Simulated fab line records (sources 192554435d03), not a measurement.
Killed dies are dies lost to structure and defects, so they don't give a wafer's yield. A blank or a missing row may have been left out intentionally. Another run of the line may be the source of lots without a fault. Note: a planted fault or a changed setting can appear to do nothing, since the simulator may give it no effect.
Chamber matching || flow n5_finfet || N5_SPACER0_ALD_08 on ald_sin-03: 4 sister chambers
The step deposits SiNx, target thk 2 nm. 4 wafers are shown with their chamber, then 7 later ones without.

WAFERS, EACH WITH ITS CHAMBER
{"wafer": "L081.4", "chamber": 1, "heater_power_w (W)": 897}
{"wafer": "L085.3", "chamber": 2, "heater_power_w (W)": 1040}
{"wafer": "L088.3", "chamber": 0, "heater_power_w (W)": 820}
{"wafer": "L088.5", "chamber": 3, "heater_power_w (W)": 858}

WAFERS MISSING THEIR CHAMBER
{"wafer": "L088.6", "heater_power_w (W)": 796}
{"wafer": "L089.2", "heater_power_w (W)": 874}
{"wafer": "L089.4", "heater_power_w (W)": 789}
{"wafer": "L089.5", "heater_power_w (W)": 777}
{"wafer": "L093.3", "heater_power_w (W)": 805}
{"wafer": "L093.5", "heater_power_w (W)": 809}
{"wafer": "L093.6", "heater_power_w (W)": 883}

WHICH CHAMBER EACH WENT THROUGH
{"wafer": "L088.6", "from the rows above": "can't be placed: 0 or 3", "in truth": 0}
{"wafer": "L089.2", "from the rows above": "can't be placed: 3 or 1 or 0", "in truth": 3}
{"wafer": "L089.4", "from the rows above": "can't be placed: 0 or 3", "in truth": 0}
{"wafer": "L089.5", "from the rows above": "can't be placed: 0 or 3", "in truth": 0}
{"wafer": "L093.3", "from the rows above": "can't be placed: 0 or 3", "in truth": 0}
{"wafer": "L093.5", "from the rows above": "can't be placed: 0 or 3", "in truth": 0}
{"wafer": "L093.6", "from the rows above": "can't be placed: 1 or 3", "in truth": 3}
Placed correctly: 0 of 7. Not placeable from these rows: 7 (in 7, the candidates include the true chamber). Number placed wrongly: 0.
How it was worked out, from the rows above alone: a wafer's distance from a chamber is the root of the sum, over the readings, of the square of ((its reading less the chamber's mean) divided by the reading's scatter). The wafer belongs to the nearest chamber; if the next one is less than 2 further off, it can't be placed. For every chamber, the mean is computed from those of its wafers that are shown. The scatter (one wafer shown for each chamber): square how far every hidden wafer sits from the nearest shown wafer, average those squares and take the square root.
